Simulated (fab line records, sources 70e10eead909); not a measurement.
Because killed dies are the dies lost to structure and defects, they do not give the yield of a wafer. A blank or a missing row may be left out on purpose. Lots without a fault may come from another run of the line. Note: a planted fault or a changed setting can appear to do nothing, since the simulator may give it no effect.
A lot that was struck, set against a sound lot -- flow nandHarc -- 13 out of 1302 route steps
Sound: wafers L490.3, L490.4, L490.6. Struck: wafers L498.2, L498.5 (left out: L498.6, a lot-mate that was not struck); the cause follows at the end.
Order at every step that has rows: each side's tool, ch and its chambers, its first start. Under that, the readings that differ: sound wafers -- struck wafers -- difference of the means -- sigmas: that difference in standard deviations of wafers without a fault.
alike: words and numbers the same on both sides, and readings whose means are apart by under 2 such deviations; not compared: readings that were withheld, readings missing a value for some wafer, numbers with overlapping values and no deviation given by the record, and bounds like >300 which may hide the same value.
Wherever a step has rows on one side only, a row that says differs or no value, or a row with sigmas, the two part there. Numbers that don't overlap but have no deviation are shown without sigmas and don't part them. Lack of a reading on every wafer of one side parts them only where that side has two or more wafers.

first, 2 steps without rows for these wafers: NHARC_A_STAIRCASE_TRIM_191 (chemistry O2, time 211.2 s); NHARC_A_STAIRCASE_ETCH_192 (etches the open film in C4F8/O2, target depth 100 nm, time 40.5 s).
NHARC_A_STAIRCASE_TRIM_193: chemistry O2, time 211.2 s.
  sound on rieDiel-13 ch 0,1; struck on rieDiel-09 ch 1,3
  alike: chamberPressureMTorr, drypumpMotorCurrentA, o2FlowSccm, oesProductAu, rfVppV, showerheadPlenumPTorr, throttleValvePct
  not compared: rfHoursCounterH
then, 1 step without rows for these wafers: NHARC_A_STAIRCASE_ETCH_194 (etches the open film in C4F8/O2, target depth 100 nm, time 40.5 s).
NHARC_A_STAIRCASE_TRIM_196: chemistry O2, time 211.2 s.
  sound on rieDiel-13 ch 1,2,3, day 16 19:21; struck on rieDiel-13 ch 1,3, day 19 05:25
  alike: chamberPressureMTorr, drypumpMotorCurrentA, o2FlowSccm, oesProductAu, rfVppV, showerheadPlenumPTorr, throttleValvePct
  not compared: rfHoursCounterH
NHARC_A_STAIRCASE_ETCH_197: etches the open film in C4F8/O2, target depth 100 nm, time 40.5 s.
  sound on rieDiel-13 ch 0,1,2; struck on rieDiel-13 ch 2,3
  alike: chamberPressureMTorr, oesProductAu, rfVppV, runLengthS
  not compared: rfHoursCounterH
then, 2 steps without rows for these wafers: NHARC_A_STAIRCASE_TRIM_198 (chemistry O2, time 211.2 s); NHARC_A_STAIRCASE_ETCH_199 (etches the open film in C4F8/O2, target depth 100 nm, time 40.5 s).
NHARC_A_STAIRCASE_TRIM_200: chemistry O2, time 211.2 s.
  sound on rieDiel-13 ch 0,1,3; struck on rieDiel-13 ch 2,3
  alike: chamberPressureMTorr, drypumpMotorCurrentA, o2FlowSccm, oesProductAu, rfVppV, showerheadPlenumPTorr, throttleValvePct
  not compared: rfHoursCounterH
then, 1 step without rows for these wafers: NHARC_A_STAIRCASE_ETCH_201 (etches the open film in C4F8/O2, target depth 100 nm, time 40.5 s).
NHARC_A_STAIRCASE_TRIM_202: chemistry O2, time 211.2 s.
  sound on rieDiel-13 ch 1,2,3; struck on rieDiel-13 ch 0,2
  alike: chamberPressureMTorr, drypumpMotorCurrentA, o2FlowSccm, oesProductAu, rfVppV, showerheadPlenumPTorr, throttleValvePct
  not compared: rfHoursCounterH
NHARC_A_STAIRCASE_ETCH_203: etches the open film in C4F8/O2, target depth 100 nm, time 40.5 s.
  sound on rieDiel-13 ch 0,1, day 16 20:13; struck on rieDiel-13 ch 2, day 19 06:15
reading,sound,struck,difference,sigmas
runLengthS (s),61.4 61.4 61.4,47.3 47.6,-13.9,-41
  alike: chamberPressureMTorr, oesProductAu, rfVppV
  not compared: rfHoursCounterH
-- the record jumps here: 9 days lie between the struck wafers' starts before and after (it left off in module A_STAIRCASE and takes up again in module END, whose first step shown is number 1302 of the route) --
NHARC_END_SORT_01:
  at this point the record logs the struck wafers (prober-02 ch 0, day 27 22:25) and has no rows for the sound ones

WHERE THEY PART
First at NHARC_A_STAIRCASE_ETCH_203; last, within this record, at NHARC_END_SORT_01.

WHY: what had been put in by the simulator
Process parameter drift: rieDiel-13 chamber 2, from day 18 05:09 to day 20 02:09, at NHARC_A_STAIRCASE_ETCH_203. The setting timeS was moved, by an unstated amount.
